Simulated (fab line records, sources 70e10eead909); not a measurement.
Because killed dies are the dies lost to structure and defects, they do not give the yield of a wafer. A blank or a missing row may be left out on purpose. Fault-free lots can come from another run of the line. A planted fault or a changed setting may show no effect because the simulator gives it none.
One fault seen from 2 desks    flow nand harc    each desk holds nothing but its own numbers, with what lay behind them at the end

THE TOOL OWNER'S DESK: ald hk-04
The tool's own readings at NHARC_A_CHANNEL_FILL_D2_ALD_14 (deposits SiO2, target thk 2.5 nm, pulse time 10 s, ald cycles 25): means of the sampled wafers that have a number, for each lot that ran on this tool. The brackets show how far a lot's mean lies from the usual mean; more than 4 standard deviations puts the lot out of limits, marked OUT.
Columns: A = heater power w at NHARC_A_CHANNEL_FILL_D2_ALD_14, usual 461 W; B = precursor pulse height rel at NHARC_A_CHANNEL_FILL_D2_ALD_14, usual 0.997
lot   first seen here  A    B
L184  day 14 05:28     449  1.004
L187  day 14 23:32     471  1.013
L188  day 18 04:02     442  1.005
L196  day 19 12:32     461  0.980
L197  day 19 18:07     480  0.998
L207  day 24 04:59     486  0.992
This desk found nothing out of limits on any of the 6 lots.

AT THE METROLOGY DESK
Lot by lot, what the gauges showed, no matter which tool ran the lot: averages of those sampled wafers that carry a number. The brackets show how far a lot's mean lies from the usual mean; more than 4 standard deviations puts the lot out of limits, marked OUT.
Columns: A = cd nm at NHARC_A_CHANNEL_HOLE_D2_CD_MEAS_18, usual 99.0 nm
lot   first seen here  A
L184  day 13 06:26     99.6
L186  day 13 11:47     98.6
L187  day 14 10:31     101.0
L188  day 17 10:37     98.5
L191  day 17 11:31     100.7
L196  day 18 07:17     100.5
L197  day 19 03:03     98.2
L199  day 19 04:59     96.9
L200  day 19 21:38     99.5
L203  day 20 17:29     97.0
L205  day 22 11:42     95.6
L207  day 23 16:08     100.8
This desk found nothing out of limits on any of the 12 lots.

BROUGHT TOGETHER
The tool owner's desk saw nothing out of limits.
From the metrology desk's view, nothing was out of limits.

WHAT HAD BEEN PUT IN BY THE SIMULATOR
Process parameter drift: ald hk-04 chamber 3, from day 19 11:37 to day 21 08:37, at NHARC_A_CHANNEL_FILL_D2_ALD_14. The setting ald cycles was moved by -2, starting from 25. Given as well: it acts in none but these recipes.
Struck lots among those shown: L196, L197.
